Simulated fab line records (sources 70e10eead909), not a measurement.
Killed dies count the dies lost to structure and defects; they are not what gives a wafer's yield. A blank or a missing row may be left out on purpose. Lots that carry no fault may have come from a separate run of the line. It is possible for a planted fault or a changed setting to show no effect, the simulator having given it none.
Chamber matching    flow nand_harc    NHARC_A_SGD_CUT_ETCH_58 on rie_diel-01: 3 sister chambers
The step etches the open film in CF4, target depth 39 nm, time 65 s. 14 wafers are shown with their chamber, then 6 later ones without.

== EACH WAFER AND ITS CHAMBER ==
wafer   chamber  drypump_motor_current_A (A)  oes_product_au (a.u.)  throttle_valve_pct (%)
L077.3  1        6.6                          0.998                  13.276
L077.4  0        5.3                          1.024                  13.293
L077.5  3        5.9                          1.010                  13.283
L080.1  1        6.6                          0.993                  13.303
L080.4  3        5.9                          1.003                  13.304
L080.6  1        6.6                          0.994                  13.288
L083.2  1        6.6                          1.003                  13.284
L083.5  0        5.3                          1.001                  13.298
L083.6  3        5.9                          1.010                  13.289
L081.1  0        5.3                          1.016                  13.272
L081.2  3        5.9                          1.012                  13.290
L081.5  0        5.3                          1.011                  13.285
L086.1  1        6.7                          1.005                  13.262
L086.2  3        5.9                          1.004                  13.294

SIGNATURES (means of the wafers above)
reading                  chamber 0  chamber 1  chamber 3  scatter within a chamber
drypump_motor_current_A  5.300      6.620      5.900      0.027
oes_product_au           1.01300    0.99860    1.00780    0.00644
throttle_valve_pct       13.28700   13.28260   13.29200   0.0118
Rule: for each reading, subtract the chamber's mean from the wafer's reading, divide by that reading's scatter and square the result; add these up over the readings and take the root, which gives the wafer's distance from the chamber. The wafer belongs to the nearest chamber; if the next one is less than 2 further off, it can't be placed. The scatter: take each reading less its chamber's mean, square it, sum over the shown wafers, divide by the number of wafers less the number of chambers, and take the root.

== WAFERS WITH NO CHAMBER GIVEN ==
wafer   drypump_motor_current_A (A)  oes_product_au (a.u.)  throttle_valve_pct (%)
L086.4  5.3                          1.012                  13.289
L095.3  6.6                          1.005                  13.285
L095.5  5.3                          1.015                  13.287
L095.6  5.9                          1.007                  13.310
L096.4  5.3                          1.020                  13.276
L096.6  6.6                          1.002                  13.297

== CHAMBER TAKEN BY EACH ==
wafer   from the rows above  in truth
L086.4  0                    0
L095.3  1                    1
L095.5  0                    0
L095.6  3                    3
L096.4  0                    0
L096.6  1                    1
Correct placement for 6 of the 6. Can't be placed from these rows: 0. Wrongly placed: 0.
